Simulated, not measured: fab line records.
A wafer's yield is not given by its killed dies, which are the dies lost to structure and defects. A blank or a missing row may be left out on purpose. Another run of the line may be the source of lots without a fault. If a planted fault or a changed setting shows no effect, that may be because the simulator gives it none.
fab line records    flow n5_finfet
record lots=4  wafers=11  last_day=16
route steps=1938 shown BEOL_M1@831 BEOL_M2@841 BEOL_M4@1111
lots that met no fault: from a run of the same line without faults
start_h: hours from the record's first day to the start of the lot's first wafer shown    wait_h: time in hours since the lot's previous step    " repeats the value in the row above    L1.1+2: several wafers, shown together as one row    - no value present, or no start provided    * or withheld: withheld    < > ~ a bound
route shown NAME@n: NAME is a module with steps in the file, n the number in the route of the first one    usual: mean and standard deviation over wafers with no fault    same: alike in all rows    chamber/n: place in a boat    sites: readings site by site    _std_site: the values' standard deviation    _edge_site: inner sites' mean taken away from outer sites' mean    radius_mm: for every site, how far away it sits from the centre of the wafer    mask NAME#n: copy n    behind: the tool/chamber that last shaped the wafer    hold: cause of the lot's hold/its duration in hours/its outcome    device: names the non-switching transistor (n, p or np)    end of line: the tests these same wafers got at the end of their route    a step given without rows: its recipe and nothing more    killed: the dies lost at the first sort to structure and to defects; this is not the yield of the wafer    map: dies across one wafer; x = killed, . = not, _ = none there
set.NAME: the setting as run; set.NAME@STEP: as run at that earlier step    model.NAME: the simulator's own value behind a step, which no gauge read
lots seen at some steps along the route; tables by step, rows by wafer
services: when a tool's chamber went out of use (start_h, in hours from the record's first day, below 0 if earlier), for how many hours, and the reason
## steps
# step N5_BEOL_M1_ECD_50
# recipe material=Cu  target_thk_a=3000
# step N5_BEOL_M1_ANNEAL_51
# recipe temp_c=225  time_s=90  ambient=N2
# step N5_BEOL_M1_CMP_52
# recipe stop_on=SiOC  t_overpolish_s=6.8  down_force_psi=1  platen_rpm=50  clearing_platen_down_force_psi=1.5  clearing_platen_rpm=50  post_cmp_clean=cu_alkaline  target_thk_nm=40  clearing_platen_pad_velocity_m_s=0.99484  pad_velocity_m_s=0.99484
# step N5_BEOL_M1_PRE_CLEAN_60
# recipe gas=NH3/H2  time_s=15  temp_c=*  rf_power_w=300
# step N5_BEOL_M1_CO_CAP_55
# recipe material=Co  target_thk_a=20  temp_c=200  precursor=CCTBA/H2  pressure_torr=30  time_s=102.1
# step N5_BEOL_M1_PRE_CLEAN_56
# recipe gas=NH3  time_s=15  temp_c=withheld  rf_power_w=300
# step N5_BEOL_M1_DEP_57
# recipe material=SiCN  target_thk_a=80  temp_c=withheld  precursor=3MS/NH3  pressure_torr=3  rf_w=202  time_s=14
# step N5_BEOL_M2_ILD_DEP_00
# recipe material=SiOC  target_thk_a=790  temp_c=350  precursor=DEMS/O2  pressure_torr=5  rf_w=500  time_s=15.3
# step N5_BEOL_M2_PECVD_72
# recipe material=SiO2  target_thk_a=160  temp_c=400  precursor=TEOS/O2  pressure_torr=5.5  rf_w=450  teos_flow_sccm=53.8  gas=O2  flow_sccm=3000  time_s=18
# usual heater_power_w=673/110  showerhead_plenum_p_Torr=8.80/0.065  throttle_valve_pct=23.0/1.4
lot.wafer  tool      chamber  start_h  wait_h  heater_power_w  showerhead_plenum_p_Torr  throttle_valve_pct  model.SiO2_of_BEOL_M2_PECVD_72.thk_nm
L839.2     pecvd-04  1        191.57   0.0     878             8.71                      23.1                13.8
L839.6     "         1        "        "       873             8.73                      23.0                15.8
L842.2     pecvd-04  2        203.17   0.0     608             8.75                      22.7                14.4
L842.5     "         1        "        "       857             8.71                      22.9                16.4
L842.6     "         0        "        "       642             8.80                      22.4                16.4
L844.1     pecvd-01  1        217.34   0.0     583             8.79                      22.7                15.8
L844.2     "         0        "        "       619             8.92                      25.3                15.6
L844.4     "         0        "        "       631             8.94                      25.5                15.8
L850.3     pecvd-01  0        248.20   0.0     602             8.97                      25.6                15.8
L850.4     "         2        "        "       676             8.83                      23.3                16.4
L850.5     "         1        "        "       559             8.78                      22.8                16.4
# step N5_BEOL_M2_HM_DEP_02
# recipe material=TiN  target_thk_a=200  temp_c=25  chamber_pressure_pa=0.49996
# step N5_BEOL_M2_COAT_61
# recipe resist=SOC  temp_c=250  time_s=60  spin_rpm=1500  resist_thk_nm=60
# step N5_BEOL_M2_COAT_62
# recipe resist=SiARC  temp_c=220  time_s=60  spin_rpm=1500  resist_thk_nm=12
# step N5_BEOL_M2_COAT_73
# recipe resist=underlayer  temp_c=205  time_s=60  spin_rpm=1500  resist_thk_nm=5
# step N5_BEOL_M2_COAT_05
# recipe resist=CAR-EUV  spin_rpm=1500  resist_thk_nm=30
# step N5_BEOL_M2_EBR_07
# recipe solvent=PGMEA  ebr_width_mm=1.5
# step N5_BEOL_M2_SOFTBAKE_06
# recipe temp_c=110  time_s=60  resist=CAR-EUV
# step N5_BEOL_M2_EXPOSE_08
# recipe mask_id=M2  na=0.33  source_shape=dipole  sigma_inner=0.369  sigma_outer=0.767  polarization=unpolarized  dose_mj=41.25
# step N5_BEOL_M2_PEB_09
# recipe peb_temp_c=100  peb_time_s=60  resist=CAR-EUV
# step N5_BEOL_M2_DEVELOP_10
# recipe develop_time_s=30  developer=TMAH  resist=CAR-EUV  rinse_liquid=surfactant_rinse  dry=air_spin  dev_temp_c=23
# step N5_BEOL_M2_DESCUM_16
# recipe chemistry=O2  time_s=7  source_power_w=50  bias_power_w=20  pressure_mtorr=20  rf_frequency_hz=2.712e+07  temp_c=40  resist=CAR-EUV  o2_flow_sccm=225
# step N5_BEOL_M2_ETCH_74
# recipe chemistry=N2/H2  target=underlayer  target_depth_a=65  mask_material=CAR-EUV  time_s=5.2  ion_energy_ev=200  pressure_mtorr=30  source_w=840  bias_w=150  n2_flow_sccm=200  h2_flow_sccm=200  ends=cleared
# step N5_BEOL_M2_ETCH_63
# recipe chemistry=CF4  target=SiARC  target_depth_a=156  mask_material=CAR-EUV  time_s=26  ion_energy_ev=80  pressure_mtorr=40  source_w=545  bias_w=36  Ar_flow_sccm=100  cf4_flow_sccm=100  ends=cleared
# step N5_BEOL_M2_ETCH_64
# recipe chemistry=N2/H2  target=SOC  target_depth_a=750  overetch_a=225  mask_material=SiARC  temp_c=40  time_s=121.9  ion_energy_ev=200  pressure_mtorr=30  source_w=840  bias_w=150  n2_flow_sccm=200  h2_flow_sccm=200
# step N5_BEOL_M2_STRIP_65
# recipe chemistry=N2/H2  temp_c=40  n2_flow_sccm=200  h2_flow_sccm=200  rf_frequency_hz=6e+07
# step N5_BEOL_M2_STRIP_75
# recipe chemistry=N2/H2  temp_c=40  n2_flow_sccm=200  h2_flow_sccm=200  rf_frequency_hz=6e+07
# step N5_BEOL_M2_STRIP_66
# recipe chemistry=CF4  resist=SiARC  power_w=300  bias_power_w=75  pressure_mtorr=50  cf4_flow_sccm=150  rf_frequency_hz=6e+07
# step N5_BEOL_M2_HM_OPEN_17
# recipe chemistry=Cl2/BCl3  target_depth_a=200  overetch_a=60  target=TiN  mask_material=SOC  ion_energy_ev=150  pressure_mtorr=10  icp_w=1000  bias_w=126  Cl2_flow_sccm=53.25  bcl3_flow_sccm=21.75  Ar_flow_sccm=25
# step N5_BEOL_M2_STRIP_19
# recipe chemistry=O2  power_w=400  temp_c=40  pressure_mtorr=30  rf_frequency_hz=6e+07  bias_power_w=0  overash_fraction=0.2  o2_flow_sccm=225
# step N5_BEOL_M2_COAT_67
# recipe resist=SOC  temp_c=250  time_s=60  spin_rpm=1500  resist_thk_nm=60
# step N5_BEOL_M2_COAT_68
# recipe resist=SiARC  temp_c=220  time_s=60  spin_rpm=1500  resist_thk_nm=12
# step N5_BEOL_M2_COAT_76
# recipe resist=underlayer  temp_c=205  time_s=60  spin_rpm=1500  resist_thk_nm=5
# step N5_BEOL_M2_COAT_22
# recipe resist=CAR-EUV  spin_rpm=1500  resist_thk_nm=30
# step N5_BEOL_M2_EBR_24
# recipe solvent=PGMEA  ebr_width_mm=1.5
# step N5_BEOL_M2_SOFTBAKE_23
# recipe temp_c=110  time_s=60  resist=CAR-EUV
# step N5_BEOL_M2_HM_STRIP_39
# recipe chemistry=peroxide_tin_strip  material=TiN  target_depth_a=250  temp_c=50  time_s=158
# usual temp_c=49.98/0.12
# same time_s=158
lot.wafer  tool          chamber  start_h  wait_h  temp_c  model.SiO2_of_BEOL_M2_PECVD_72.thk_nm
L839.2     wet_bench-01  0        195.15   0.0     49.92   13.6
L839.6     "             7        "        "       49.97   15.8
L842.2     wet_bench-02  4        212.62   0.0     50.05   14.2
L842.5     "             3        "        "       50.08   16.2
L842.6     "             2        "        "       49.81   16.2
L844.1     wet_bench-02  7        221.94   0.0     49.91   15.6
L844.2     "             5        "        "       50.13   15.4
L844.4     "             6        "        "       49.82   15.6
L850.3     wet_bench-02  5        251.38   0.0     49.97   15.8
L850.4     "             7        "        "       49.94   16.2
L850.5     "             4        "        "       49.85   16.2
# step N5_BEOL_M2_CMP_52
# recipe stop_on=SiOC  t_overpolish_s=6.8  down_force_psi=1  platen_rpm=50  clearing_platen_down_force_psi=1.5  clearing_platen_rpm=50  post_cmp_clean=cu_alkaline  target_thk_nm=40  clearing_platen_pad_velocity_m_s=0.99484  pad_velocity_m_s=0.99484
# usual barrier_field_endpoint_s=24.6/0.66  clearing_platen_rpm=49.999/0.027  motor_current_A=6.0/0.91  platen_rpm=50.00/0.031
lot.wafer  tool    chamber  start_h  wait_h  barrier_field_endpoint_s  clearing_platen_rpm  motor_current_A  platen_rpm
L839.2     cmp-01  3        198.25   0.2     22.1                      50.023               5.4              49.94
L839.6     "       3        "        "       24.8                      50.055               5.4              49.99
L842.2     cmp-03  0        216.24   0.2     22.5                      49.975               6.1              50.00
L842.5     "       0        "        "       25.6                      49.995               6.1              50.04
L842.6     "       1        "        "       25.3                      50.010               5.0              50.02
L844.4     cmp-02  1        225.59   0.1     24.1                      50.024               5.3              49.99
L844.2     "       2        "        "       23.4                      50.005               6.9              49.95
L844.1     "       0        "        "       24.8                      49.987               5.6              49.99
L850.3     cmp-02  0        256.46   0.2     24.8                      49.979               5.7              49.94
L850.4     "       1        "        "       25.1                      50.018               5.3              50.08
L850.5     "       3        "        "       25.2                      50.002               5.2              50.03
# step N5_BEOL_M4_RC_MEAS_101
# usual DIBL_N=36.1/1.5  DIBL_P=36.1/1.9  IOFF_N=0.159/0.029  IOFF_P=0.21/0.038  ION_N=675/11  ION_P=464/8.1  SS_N=71.5/0.57  SS_P=73.3/0.64  VT_N=249/3.1  VT_P=-250/3.8
lot.wafer  tool       chamber  start_h  wait_h  DIBL_N[mV/V]  DIBL_P[mV/V]  IOFF_N[nA/um]  IOFF_P[nA/um]  ION_N[uA/um]  ION_P[uA/um]  SS_N[mV/dec]  SS_P[mV/dec]  VT_N[mV]  VT_P[mV]
L839.2     prober-02  0        221.04   0.2     36.2          35.2          0.136          0.21           667           465           71.3          73.1          251       -249
L839.6     "          0        "        "       37.8          37.2          0.173          0.24           684           474           71.1          74.4          249       -245
L842.2     prober-01  0        245.64   0.2     36.0          35.0          0.134          0.17           667           457           71.6          72.7          253       -252
L842.5     "          0        "        "       32.2          31.4          0.091          0.13           653           449           69.2          71.7          256       -255
L842.6     "          0        "        "       34.5          33.7          0.123          0.16           668           450           70.8          72.7          253       -254
L844.1     prober-02  0        249.11   0.3     34.2          33.0          0.137          0.16           675           455           70.6          73.3          249       -255
L844.2     "          0        "        "       38.1          37.4          0.207          0.22           685           458           71.4          73.5          244       -252
L844.4     "          0        "        "       34.7          33.6          0.149          0.17           678           456           70.5          73.0          248       -256
L850.3     prober-01  0        281.61   0.3     36.0          36.2          0.162          0.25           686           475           71.7          72.9          249       -242
L850.4     "          0        "        "       34.5          34.2          0.131          0.21           674           467           71.0          71.9          248       -245
L850.5     "          0        "        "       35.5          35.1          0.150          0.23           684           477           72.2          73.2          251       -246
## services
tool      chamber  start_h  hours  kind
cmp-03    -        178.06   4.0    pm
cmp-01    -        179.65   4.0    pm
cmp-03    -        182.06   -      consumable_replace:conditioner
cmp-03    -        182.06   -      consumable_replace:pad
cmp-01    -        183.65   -      consumable_replace:conditioner
cmp-01    -        183.65   -      consumable_replace:pad
cmp-02    -        196.25   2.8    repair
cmp-01    -        202.18   2.4    repair
pecvd-01  2        217.11   6.5    repair
cmp-01    -        230.19   4.0    pm
pecvd-01  -        252.22   2.3    repair
## key
first_sign step=N5_BEOL_M2_CMP_52  reading=barrier_field_endpoint_s  direction=down  sigmas=3.4  usual=24.6  struck=22.3
effect none on later readings
model_effect step=N5_BEOL_M2_PECVD_72  value=SiO2_of_BEOL_M2_PECVD_72.thk_nm  without=15.7  struck=14.1
model_effect step=N5_BEOL_M2_HM_STRIP_39  value=SiO2_of_BEOL_M2_PECVD_72.thk_nm  without=15.5  struck=13.9
met_at N5_BEOL_M2_PECVD_72
struck_wafers L839.2,L842.2
baseline_loss step=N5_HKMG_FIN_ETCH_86  wafers=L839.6
fault kind=process_parameter_drift  tool=pecvd-04  chamber=-  onset_h=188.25  steps=N5_BEOL_M2_PECVD_72  channel=time_s  offset=*  shape=step  end_h=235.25  scope=struck_wafers_only  acts_in=*  stated=*
# baseline_loss: these wafers lose ten dies or more at that step, a loss of the line's own and not of a fault; the sort's usual values leave them out
